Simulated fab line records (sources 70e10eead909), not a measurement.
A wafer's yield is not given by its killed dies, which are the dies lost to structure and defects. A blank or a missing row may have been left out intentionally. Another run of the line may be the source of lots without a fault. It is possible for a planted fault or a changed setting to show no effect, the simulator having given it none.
fab line records	flow nand-harc
[record] lots = 5	wafers = 15	last-day = 24
route steps=1159 shown P_M2@324
lots that met no fault: taken from a fault-free run of the same line
start-h: hours from the record's first day to the start of the lot's first wafer shown	wait-h: hours from the lot's prior step to this one	" same as the row above	L1.1+2: several wafers, shown together as one row	- no value present, or no start provided	* or withheld: withheld	< > ~ a bound
route shown NAME@n: a module of which the file shows steps, and the number in the route of the first	usual: mean/standard deviation taken from wafers without a fault	same: alike in all rows	chamber/n: place in a boat	sites: readings site by site	_std_site: standard deviation across them	_edge_site: mean of outer sites minus mean of inner sites	radius-mm: how far each site lies from the wafer's centre	mask NAME#n: copy n	behind: the most recent tool/chamber to have shaped the wafer	hold: cause of the lot's hold/its duration in hours/its outcome	device: the n, p or np transistor that did not switch	end of line: tests of these same wafers at the route's end	a step with no rows: only its recipe	killed: not the wafer's yield, but the dies lost to structure and defects at the first sort	map: the dies of a wafer, with x for killed, . for not killed, _ for no die there
set.NAME: setting as actually run; set.NAME@STEP: the setting as run at that earlier step	model.NAME: the simulator's own value behind a step, which no gauge read
certain route steps with their lots: each step a table, each wafer a row
services: the hour from which a tool's chamber was out of use, counted from the record's first day as start-h (under 0 if before that day), plus the number of hours and why
[[steps]]
[step NHARC_P_M2_EBR_05]
[step NHARC_P_M2_EXPOSE_06]
[recipe] na = 1.35	target-cd-nm = 170	dose-mj = 80.78	mask-id = P_M2
[step NHARC_P_M2_PEB_07]
[recipe] peb-temp-c = 100	peb-time-s = 65
[step NHARC_P_M2_DEVELOP_08]
[recipe] develop-time-s = 35	dev-temp-c = 23
[step NHARC_P_M2_CD_MEAS_09]
[recipe] target-cd-nm = 170	landing-energy-ev = 500
[usual] cd-nm = 169.4/0.62
lot.wafer	tool	chamber	start-h	wait-h	cd-nm
L717.2	cd-sem-01	0	138.73	-	169.3
L717.3	"	0	"	"	169.8
L717.5	"	0	"	"	169.5
L718.1	cd-sem-02	0	144.74	-	169.1
L718.2	"	0	"	"	168.7
L718.4	"	0	"	"	169.6
L729.2	cd-sem-01	0	205.13	-	169.4
L729.4	"	0	"	"	169.4
L729.6	"	0	"	"	168.4
L736.2	cd-sem-03	0	250.29	-	169.2
L736.4	"	0	"	"	169.3
L736.6	"	0	"	"	170.1
L738.2	cd-sem-02	0	256.64	-	169.4
L738.3	"	0	"	"	169.7
L738.4	"	0	"	"	169.9
[step NHARC_P_M2_OVL_MEAS_10]
[recipe] pitch-nm = 340
[usual] overlay-x-nm = 0.2/0.77	overlay-y-nm = -0.5/0.85
lot.wafer	tool	chamber	start-h	wait-h	overlay-x-nm	overlay-y-nm
L717.2	overlay-01	-	138.82	-	0.6	-0.7
L717.3	"	-	"	"	0.6	-0.7
L717.5	"	-	"	"	0.0	-0.6
L718.1	overlay-01	-	144.82	-	0.5	0.4
L718.2	"	-	"	"	-0.2	0.9
L718.4	"	-	"	"	0.8	0.9
L729.2	overlay-01	-	205.22	-	1.4	-0.7
L729.4	"	-	"	"	0.8	-0.7
L729.6	"	-	"	"	0.9	-0.7
L736.2	overlay-02	-	250.38	-	-0.1	0.1
L736.4	"	-	"	"	0.4	0.1
L736.6	"	-	"	"	-0.6	-0.2
L738.2	overlay-01	-	256.73	-	0.9	-0.1
L738.3	"	-	"	"	1.0	-0.8
L738.4	"	-	"	"	1.8	-0.5
[step NHARC_P_M2_INSPECT_11]
[usual] raw-defect-count = 4.6/2.2
lot.wafer	tool	chamber	start-h	wait-h	raw-defect-count
L717.2	defect-inspect-01	-	138.86	0.0	8
L717.3	"	-	"	"	4
L717.5	"	-	"	"	6
L718.1	defect-inspect-02	-	144.86	0.0	4
L718.2	"	-	"	"	5
L718.4	"	-	"	"	4
L729.2	defect-inspect-02	-	205.26	0.0	4
L729.4	"	-	"	"	6
L729.6	"	-	"	"	3
L736.2	defect-inspect-02	-	250.42	0.0	3
L736.4	"	-	"	"	6
L736.6	"	-	"	"	2
L738.2	defect-inspect-01	-	256.77	0.0	7
L738.3	"	-	"	"	5
L738.4	"	-	"	"	3
[step NHARC_P_M2_DESCUM_14]
[recipe] time-s = 3	o2-flow-sccm = 200	ar-flow-sccm = 0	bias-power-w = 0	chemistry = O2
[usual] drypump-motor-current-A = 5.7/0.59	oes-product-au = 0.997/0.01	rf-vpp-V = 58.0/0.93	showerhead-plenum-p-Torr = 1.93/0.086	throttle-valve-pct = 11.312/0.0088
[same] time-s = 3
lot.wafer	tool	chamber	start-h	wait-h	drypump-motor-current-A	oes-product-au	rf-hours-counter-h	rf-vpp-V	showerhead-plenum-p-Torr	throttle-valve-pct
L717.2	rie-diel-02	1	138.92	0.1	5.2	0.985	5	58.0	1.83	11.311
L717.3	"	2	"	"	5.3	1.011	6	59.2	1.88	11.300
L717.5	"	0	"	"	5.5	0.983	-	59.6	2.05	11.309
L718.1	rie-diel-02	3	144.92	0.1	6.7	1.004	6	58.6	2.00	11.303
L718.2	"	1	"	"	5.2	0.996	6	57.4	1.83	11.319
L718.4	"	2	"	"	5.3	1.014	6	57.9	1.88	11.320
L729.2	rie-diel-13	1	205.32	0.1	6.0	0.977	30	59.2	1.87	11.322
L729.4	"	2	"	"	5.0	0.997	29	57.7	1.89	11.314
L729.6	"	2	"	"	5.0	0.989	-	57.4	1.89	11.316
L736.2	rie-diel-03	0	250.50	0.1	5.8	0.992	5	57.4	1.86	11.301
L736.4	"	2	"	"	5.8	1.018	-	58.3	1.93	11.310
L736.6	"	0	"	"	5.8	0.988	-	57.4	1.86	11.307
L738.4	rie-diel-02	3	256.83	0.1	6.7	0.996	4	58.1	1.99	11.313
L738.3	"	0	"	"	5.5	0.990	4	57.7	2.05	11.329
L738.2	"	1	"	"	5.1	0.996	4	56.4	1.83	11.319
[step NHARC_P_M2_ETCH_35]
[recipe] target-depth-a = 400	overetch-a = 120	time-s = 43.94	ion-energy-ev = 200	n2-flow-sccm = 150	h2-flow-sccm = 150	ar-flow-sccm = 0	rf-w = 400	bias-w = 150	chemistry = N2/H2
[usual] drypump-motor-current-A = 5.7/0.58	oes-product-au = 0.997/0.011	rf-vpp-V = 431.1/2.8	run-length-s = 65.3/0.52	showerhead-plenum-p-Torr = 2.06/0.099	throttle-valve-pct = 14.172/0.009
[same] time-s = 43.94
lot.wafer	tool	chamber	start-h	wait-h	drypump-motor-current-A	oes-product-au	rf-hours-counter-h	rf-vpp-V	run-length-s	showerhead-plenum-p-Torr	throttle-valve-pct
L717.3	rie-diel-02	2	139.01	0.1	5.3	1.013	6	430.9	65.3	2.00	14.156
L717.2	"	3	"	"	6.7	0.996	6	433.3	65.4	2.13	14.197
L717.5	"	2	"	"	5.3	1.009	-	428.5	66.1	2.00	14.173
L718.1	rie-diel-02	1	145.01	0.1	5.1	0.993	6	429.1	66.0	1.95	14.170
L718.4	"	2	"	"	5.2	1.006	6	428.5	65.4	2.00	14.168
L718.2	"	3	"	"	6.8	0.979	6	433.9	65.2	2.13	14.157
L729.4	rie-diel-13	0	205.41	0.1	6.2	1.005	31	427.2	64.7	1.94	14.184
L729.2	"	2	"	"	5.0	0.989	29	430.4	65.3	2.01	14.172
L729.6	"	3	"	"	6.1	0.986	-	433.8	65.3	2.21	14.163
L736.2	rie-diel-03	3	250.58	0.1	6.5	1.003	5	427.0	65.1	1.94	14.164
L736.4	"	3	"	"	6.5	1.016	-	428.3	65.5	1.94	14.177
L736.6	"	0	"	"	5.8	0.980	-	429.3	64.4	1.99	14.173
L738.3	rie-diel-02	0	256.91	0.1	5.5	0.994	4	435.1	64.9	2.19	14.180
L738.4	"	1	"	"	5.1	1.005	4	429.0	66.0	1.95	14.168
L738.2	"	2	"	"	5.3	0.999	4	430.0	65.5	2.00	14.182
[step NHARC_P_M2_ETCH_15]
[recipe] target-depth-a = 1825	time-s = 91.2	c4f8-flow-sccm = withheld	ar-flow-sccm = 400	rf-w = 600	bias-w = 300	chemistry = C4F8/Ar
[usual] oes-product-au = 0.946/0.022	rf-vpp-V = 441.3/2.8	run-length-s = 112.6/0.5
[same] time-s = 91.2
lot.wafer	tool	chamber	start-h	wait-h	oes-product-au	rf-hours-counter-h	rf-vpp-V	run-length-s
L717.3	rie-diel-02	1	-	-	0.922	5	438.6	113.3
L717.2	"	0	"	"	0.906	5	446.3	112.6
L717.5	"	2	"	"	0.933	-	438.7	112.5
L718.4	rie-diel-02	3	-	-	0.956	6	443.8	112.6
L718.1	"	0	"	"	0.943	6	443.9	112.1
L718.2	"	1	"	"	0.970	6	438.5	113.7
L729.4	rie-diel-13	1	-	-	0.905	30	441.4	112.3
L729.2	"	2	"	"	0.920	29	440.0	112.9
L729.6	"	2	"	"	0.914	-	437.9	112.2
L736.2	rie-diel-03	2	-	-	0.935	5	440.8	111.6
L736.4	"	0	"	"	0.912	-	439.7	111.9
L736.6	"	2	"	"	0.936	-	441.9	111.6
L738.2	rie-diel-02	3	-	-	0.966	4	442.7	112.7
L738.3	"	0	"	"	0.953	4	444.1	112.2
L738.4	"	1	"	"	0.976	4	437.8	113.6
[step NHARC_P_M2_CD_MEAS_16]
[usual] cd-nm = 168.9/1.1
lot.wafer	tool	chamber	start-h	wait-h	cd-nm
L717.2	cd-sem-01	-	139.22	-	170.4
L717.3	"	-	"	"	171.0
L717.5	"	-	"	"	170.4
L718.1	cd-sem-01	-	145.23	-	167.1
L718.2	"	-	"	"	168.9
L718.4	"	-	"	"	170.5
L729.2	cd-sem-02	-	205.62	-	169.3
L729.4	"	-	"	"	170.2
L729.6	"	-	"	"	168.5
L736.2	cd-sem-03	-	250.83	-	167.8
L736.4	"	-	"	"	167.5
L736.6	"	-	"	"	168.8
L738.2	cd-sem-03	-	257.14	-	168.3
L738.3	"	-	"	"	169.9
L738.4	"	-	"	"	167.9
[step NHARC_P_M2_STRIP_18]
[recipe] power-w = 1000	n2-flow-sccm = 150	h2-flow-sccm = 150	ar-flow-sccm = 0	bias-w = 0	chemistry = N2/H2
[usual] drypump-motor-current-A = 5.7/0.6	oes-product-au = 0.995/0.0099	rf-vpp-V = 90.7/0.99	showerhead-plenum-p-Torr = 2.06/0.096	throttle-valve-pct = 14.172/0.0093
lot.wafer	tool	chamber	start-h	wait-h	drypump-motor-current-A	oes-product-au	rf-hours-counter-h	rf-vpp-V	showerhead-plenum-p-Torr	throttle-valve-pct
L717.3	rie-diel-02	0	139.30	0.1	5.5	0.983	6	92.3	2.19	14.167
L717.2	"	1	"	"	5.2	0.987	5	90.4	1.95	14.179
L717.5	"	0	"	"	5.5	0.987	-	91.6	2.19	14.156
L718.1	rie-diel-02	3	145.31	0.1	6.8	0.999	6	91.3	2.13	14.174
L718.2	"	1	"	"	5.1	0.991	6	89.5	1.95	14.167
L718.4	"	2	"	"	5.3	1.009	6	90.7	2.00	14.182
L729.2	rie-diel-02	2	205.72	0.1	5.3	1.011	2	90.7	2.00	14.178
L729.4	"	3	"	"	6.7	0.995	2	91.9	2.13	14.168
L729.6	"	2	"	"	5.3	1.011	-	91.6	2.00	14.169
L736.2	rie-diel-03	3	250.93	0.1	6.5	1.007	5	89.0	1.94	14.163
L736.4	"	2	"	"	5.8	1.004	-	91.1	2.06	14.159
L736.6	"	0	"	"	5.8	0.991	-	92.0	1.99	14.176
L738.2	rie-diel-03	2	257.21	0.1	5.8	1.006	7	91.5	2.06	14.179
L738.3	"	0	"	"	5.9	0.978	7	90.1	1.99	14.173
L738.4	"	2	"	"	5.8	1.011	-	90.9	2.06	14.183
[step NHARC_P_M2_ETCH_28]
[recipe] target-depth-a = 300	over-etch-frac = 0.3	time-s = 72.99	ion-energy-ev = 150	cf4-flow-sccm = 50	n2-flow-sccm = 100	ar-flow-sccm = 150	rf-w = 300	bias-w = 100	chemistry = CF4/N2
[usual] drypump-motor-current-A = 5.7/0.59	oes-product-au = 0.997/0.011	rf-vpp-V = 314.7/2.2	run-length-s = 94.4/0.49	showerhead-plenum-p-Torr = 2.66/0.12	throttle-valve-pct = 19.794/0.0093
lot.wafer	tool	chamber	start-h	wait-h	drypump-motor-current-A	oes-product-au	rf-hours-counter-h	rf-vpp-V	run-length-s	showerhead-plenum-p-Torr	throttle-valve-pct
L717.2	rie-diel-02	0	139.55	-	5.5	0.968	6	317.6	94.0	2.81	19.812
L717.3	"	1	"	"	5.2	0.991	6	311.5	94.9	2.52	19.792
L717.5	"	3	"	"	6.8	0.991	-	315.7	94.3	2.73	19.790
L718.2	rie-diel-02	3	145.55	-	6.7	0.990	6	315.8	94.6	2.73	19.784
L718.4	"	1	"	"	5.2	0.989	6	312.4	95.0	2.52	19.806
L718.1	"	2	"	"	5.3	1.012	6	315.0	94.4	2.58	19.793
L729.2	rie-diel-02	0	205.94	-	5.5	0.984	2	317.6	75.9	2.81	19.776
L729.4	"	2	"	"	5.3	1.005	2	314.5	76.5	2.58	19.805
L729.6	"	1	"	"	5.1	0.991	-	313.7	95.0	2.52	19.785
L736.2	rie-diel-03	2	251.20	-	5.8	1.014	5	313.7	93.6	2.65	19.797
L736.6	"	0	"	"	5.8	0.995	-	313.3	93.7	2.56	19.810
L736.4	"	3	"	"	6.5	0.999	-	312.8	94.2	2.51	19.779
L738.3	rie-diel-03	2	257.51	-	5.9	1.020	7	315.9	93.4	2.65	19.793
L738.2	"	3	"	"	6.5	1.002	7	310.2	94.5	2.51	19.801
L738.4	"	0	"	"	5.8	0.987	7	312.5	93.5	2.56	19.800
[step NHARC_P_M2_STRIP_19]
[recipe] time-s = 600	temp-c = 30	chemistry = post-etch-residue-remover
[[services]]
tool	chamber	start-h	hours	kind
rie-diel-02	0	117.98	14.8	repair
rie-diel-02	1	129.72	-	clean
rie-diel-02	2	129.72	-	clean
rie-diel-02	3	129.72	-	clean
rie-diel-03	0	146.55	8.5	repair
rie-diel-03	3	147.82	10.4	repair
rie-diel-02	-	150.70	9.0	pm
rie-diel-02	0	150.70	9.0	vent-cycle
rie-diel-02	1	150.70	9.0	vent-cycle
rie-diel-02	2	150.70	9.0	vent-cycle
rie-diel-02	3	150.70	9.0	vent-cycle
rie-diel-02	0	159.70	-	clean
rie-diel-02	1	159.70	-	clean
rie-diel-02	2	159.70	-	clean
rie-diel-02	3	159.70	-	clean
rie-diel-02	0	184.20	-	clean
rie-diel-02	1	184.20	-	clean
rie-diel-02	2	184.20	-	clean
rie-diel-02	3	184.20	-	clean
rie-diel-02	0	208.70	-	clean
rie-diel-02	1	208.70	-	clean
rie-diel-03	-	215.31	9.0	pm
rie-diel-03	1	250.35	7.0	repair
rie-diel-02	-	254.53	0.7	repair
[[key]]
[first-sign] step = NHARC_P_M2_ETCH_28	reading = run-length-s	direction = down	sigmas = 37	usual = *	struck = *
effect none on later readings
met-at NHARC_P_M2_ETCH_28
struck-wafers L729.2,L729.4
onset-between 145.55 205.94
[fault] kind = process-parameter-drift	tool = rie-diel-02	chamber = -	onset-h = 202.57	steps = NHARC_P_M2_ETCH_28	channel = time-s	offset = *	shape = step	end-h = 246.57	scope = struck-wafers-only	acts-in = *	stated = *
